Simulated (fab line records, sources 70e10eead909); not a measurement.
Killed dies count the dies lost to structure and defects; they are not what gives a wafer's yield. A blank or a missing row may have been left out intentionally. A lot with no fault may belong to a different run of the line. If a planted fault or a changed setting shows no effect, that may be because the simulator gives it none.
Which tool did it? + flow nand_harc + 40 wafers from 14 lots sampled at 5 of the route's 1159 steps

WHAT THE GAUGES READ, wafer by wafer
NHARC_A_WL_FILL_INSPECT_15. Usual: raw_defect_count 386, standard deviation 120.
| lot  | measured     | on                | raw_defect_count | flag |
|------|--------------|-------------------|------------------|------|
| L880 | day 16 05:25 | defect_inspect-01 | 304 302 385      |      |
| L877 | day 16 15:41 | defect_inspect-02 | 517 441 755      |      |
| L881 | day 16 11:25 | defect_inspect-02 | 388 288 328      |      |
| L879 | day 16 19:25 | defect_inspect-02 | 268 417 338      |      |
| L885 | day 17 23:35 | defect_inspect-01 | 189 289 287      |      |
| L884 | day 18 04:57 | defect_inspect-02 | 384 516 331      |      |
| L886 | day 18 11:19 | defect_inspect-02 | 362 321 303      |      |
| L891 | day 18 22:12 | defect_inspect-01 | 349 261          |      |
| L888 | day 19 13:30 | defect_inspect-01 | 235 296 418      |      |
| L893 | day 20 06:44 | defect_inspect-01 | 521 420          |      |
| L894 | day 20 07:08 | defect_inspect-02 | 421 358 424      |      |
| L896 | day 20 18:17 | defect_inspect-02 | 448 495 455      |      |
| L897 | day 21 14:03 | defect_inspect-02 | 276 361 297      |      |
| L898 | day 21 18:24 | defect_inspect-01 | 288 340 224      |      |

NHARC_END_SORT_01. Usual: killed_at_array 27, standard deviation 9.3; killed_at_other 0.9, standard deviation 1.3; killed_at_periphery 3.6, standard deviation 2.7; killed_dies 31, standard deviation 9.7; killed_open 3.3, standard deviation 1.8; killed_short 2.0, standard deviation 1.5.
| lot  | measured     | on        | killed_at_array | killed_at_other | killed_at_periphery | killed_dies | killed_open | killed_short | flag |
|------|--------------|-----------|-----------------|-----------------|---------------------|-------------|-------------|--------------|------|
| L884 | day 21 07:55 | prober-02 | 21 18 25        | 0 0 1           | 4 1 2               | 25 19 28    | 5 2 4       | 0 4 2        |      |

WHAT TOOL EACH LOT RAN ON (gives the tool, then ch and the chambers of the sampled wafers, and finally the start)
| lot  | NHARC_A_WL_FILL_CVD_03        | NHARC_A_WL_FILL_ETCHBACK_05       | NHARC_A_WL_FILL_ALD_19              |
|------|-------------------------------|-----------------------------------|-------------------------------------|
| L880 | cvd_w-01 ch 0,1, day 15 07:01 | rie_metal-03 ch 0,1, day 15 10:06 | ald_metal-02 ch 0,1,3, day 15 23:43 |
| L877 | cvd_w-01 ch 0,1, day 15 09:22 | rie_metal-01 ch 0,1, day 15 12:55 | ald_metal-03 ch 0,2,3, day 16 05:51 |
| L881 | cvd_w-01 ch 0,1, day 15 12:10 | rie_metal-03 ch 0,1, day 15 15:47 | ald_metal-01 ch 0,1,3, day 16 05:45 |
| L879 | cvd_w-01 ch 0,1, day 15 15:30 | rie_metal-03 ch 0,1, day 15 18:32 | ald_metal-01 ch 0,1,2, day 16 08:35 |
| L885 | cvd_w-01 ch 0,1, day 16 21:47 | rie_metal-02 ch 0,1, day 17 01:19 | ald_metal-02 ch 0,2,3, day 17 17:56 |
| L884 | cvd_w-01 ch 0,1, day 17 00:35 | rie_metal-01 ch 0,1, day 17 04:10 | ald_metal-03 ch 1,2, day 17 20:45   |
| L886 | cvd_w-02 ch 0,1, day 17 10:05 | rie_metal-01 ch 0, day 17 13:52   | ald_metal-02 ch 0,1,3, day 18 05:37 |
| L891 | cvd_w-01 ch 0,1, day 17 23:17 | rie_metal-02 ch 1, day 18 01:56   | ald_metal-02 ch 1,2, day 18 16:20   |
| L888 | cvd_w-02 ch 0,1, day 18 10:38 | rie_metal-03 ch 0,1, day 18 13:44 | ald_metal-02 ch 1,2,3, day 19 07:49 |
| L893 | cvd_w-02 ch 0,1, day 19 04:26 | rie_metal-03 ch 0,1, day 19 07:05 | ald_metal-02 ch 0,1, day 19 22:22   |
| L894 | cvd_w-01 ch 0,1, day 19 04:40 | rie_metal-02 ch 0,1, day 19 06:52 | ald_metal-03 ch 0,1,3, day 19 22:26 |
| L896 | cvd_w-02 ch 0,1, day 19 16:49 | rie_metal-03 ch 0,1, day 19 20:23 | ald_metal-01 ch 0,2, day 20 12:22   |
| L897 | cvd_w-02 ch 0,1, day 20 08:11 | rie_metal-02 ch 0,1, day 20 11:14 | ald_metal-01 ch 0,2,3, day 21 02:44 |
| L898 | cvd_w-02 ch 1, day 20 10:31   | rie_metal-01 ch 0,1, day 20 14:04 | ald_metal-01 ch 2,3, day 21 06:02   |
- NHARC_A_WL_FILL_CVD_03: deposits W, target thk 40 nm, time 3302 s.
- NHARC_A_WL_FILL_ETCHBACK_05: etches the open film in Cl2/BCl3, target depth 22 nm, time 60 s.
- NHARC_A_WL_FILL_ALD_19: deposits TiN, target thk 2 nm, pulse time 3 s, ald cycles 100.

AS READ BY THE TOOLS THEMSELVES (means over the sampled wafers that have a number; for cases with no such wafer, the mark the record gives instead)
NHARC_A_WL_FILL_CVD_03. Usual: heater_power_w 505 W, standard deviation 43; throttle_valve_pct 8.19 %, standard deviation 0.25.
| lot  | tool     | heater_power_w (W) | throttle_valve_pct (%) | flag |
|------|----------|--------------------|------------------------|------|
| L880 | cvd_w-01 | 535                | 7.91                   |      |
| L877 | cvd_w-01 | 537                | 7.95                   |      |
| L881 | cvd_w-01 | 531                | 8.11                   |      |
| L879 | cvd_w-01 | 524                | 7.90                   |      |
| L885 | cvd_w-01 | 545                | 8.19                   |      |
| L884 | cvd_w-01 | 537                | 7.89                   |      |
| L886 | cvd_w-02 | 468                | 8.37                   |      |
| L891 | cvd_w-01 | 537                | 8.04                   |      |
| L888 | cvd_w-02 | 466                | 8.29                   |      |
| L893 | cvd_w-02 | 456                | 8.37                   |      |
| L894 | cvd_w-01 | 548                | 8.13                   |      |
| L896 | cvd_w-02 | 470                | 8.32                   |      |
| L897 | cvd_w-02 | 454                | 8.19                   |      |
| L898 | cvd_w-02 | 489                | 8.47                   |      |

NHARC_A_WL_FILL_ETCHBACK_05. Usual: chamber_pressure_mTorr 9.999 mTorr, standard deviation 0.0082; drypump_motor_current_A 5.6 A, standard deviation 0.45; oes_product_au 1.001 a.u., standard deviation 0.0083.
| lot  | tool         | chamber_pressure_mTorr (mTorr) | drypump_motor_current_A (A) | oes_product_au (a.u.) | flag |
|------|--------------|--------------------------------|-----------------------------|-----------------------|------|
| L880 | rie_metal-03 | 9.992                          | 5.8                         | 0.993                 |      |
| L877 | rie_metal-01 | 10.006                         | 5.9                         | 0.998                 |      |
| L881 | rie_metal-03 | 10.005                         | 5.8                         | 0.995                 |      |
| L879 | rie_metal-03 | 9.990                          | 5.8                         | 0.994                 |      |
| L885 | rie_metal-02 | 9.994                          | 5.7                         | 0.995                 |      |
| L884 | rie_metal-01 | 9.993                          | 5.9                         | 0.995                 |      |
| L886 | rie_metal-01 | 10.005                         | 5.2                         | 0.999                 |      |
| L891 | rie_metal-02 | 9.986                          | 6.0                         | 1.006                 |      |
| L888 | rie_metal-03 | 9.997                          | 5.4                         | 1.001                 |      |
| L893 | rie_metal-03 | 10.002                         | 5.6                         | 0.996                 |      |
| L894 | rie_metal-02 | 9.997                          | 5.7                         | 1.005                 |      |
| L896 | rie_metal-03 | 10.002                         | 5.4                         | 0.999                 |      |
| L897 | rie_metal-02 | 9.998                          | 5.6                         | 1.009                 |      |
| L898 | rie_metal-01 | 10.006                         | 5.6                         | 1.004                 |      |

NHARC_A_WL_FILL_ALD_19. Usual: heater_power_w 1043 W, standard deviation 87; precursor_pulse_height_rel 1.001, standard deviation 0.018.
| lot  | tool         | heater_power_w (W) | precursor_pulse_height_rel | flag |
|------|--------------|--------------------|----------------------------|------|
| L880 | ald_metal-02 | 1015               | 1.000                      |      |
| L877 | ald_metal-03 | 1047               | 1.013                      |      |
| L881 | ald_metal-01 | 1132               | 0.994                      |      |
| L879 | ald_metal-01 | 1112               | 1.000                      |      |
| L885 | ald_metal-02 | 1070               | 1.004                      |      |
| L884 | ald_metal-03 | 1015               | 0.990                      |      |
| L886 | ald_metal-02 | 991                | 0.990                      |      |
| L891 | ald_metal-02 | 1018               | 1.018                      |      |
| L888 | ald_metal-02 | 1006               | 0.996                      |      |
| L893 | ald_metal-02 | 1027               | 0.992                      |      |
| L894 | ald_metal-03 | 999                | 1.024                      |      |
| L896 | ald_metal-01 | 997                | 0.998                      |      |
| L897 | ald_metal-01 | 1044               | 1.006                      |      |
| L898 | ald_metal-01 | 976                | 0.995                      |      |

THE ANSWER, worked out from the rows above alone
Rule: a lot counts as off when the mean over its wafers that have a number is more than 3 standard deviations away from the usual mean. A lot without any number at a reading at which 4 lots or more have one is off too. Any other lot the step has rows for is counted as sound. Order of review: gauges by route order, followed by the tools' own readings, for which a lot's mean as printed above is used. The first step at which some lot is off is used, and at that step the reading that is off furthest; a lot without a number counts as furthest.
Nothing can be told from this: no lot is off at any reading shown.

WHAT WAS PUT IN BY THE SIMULATOR
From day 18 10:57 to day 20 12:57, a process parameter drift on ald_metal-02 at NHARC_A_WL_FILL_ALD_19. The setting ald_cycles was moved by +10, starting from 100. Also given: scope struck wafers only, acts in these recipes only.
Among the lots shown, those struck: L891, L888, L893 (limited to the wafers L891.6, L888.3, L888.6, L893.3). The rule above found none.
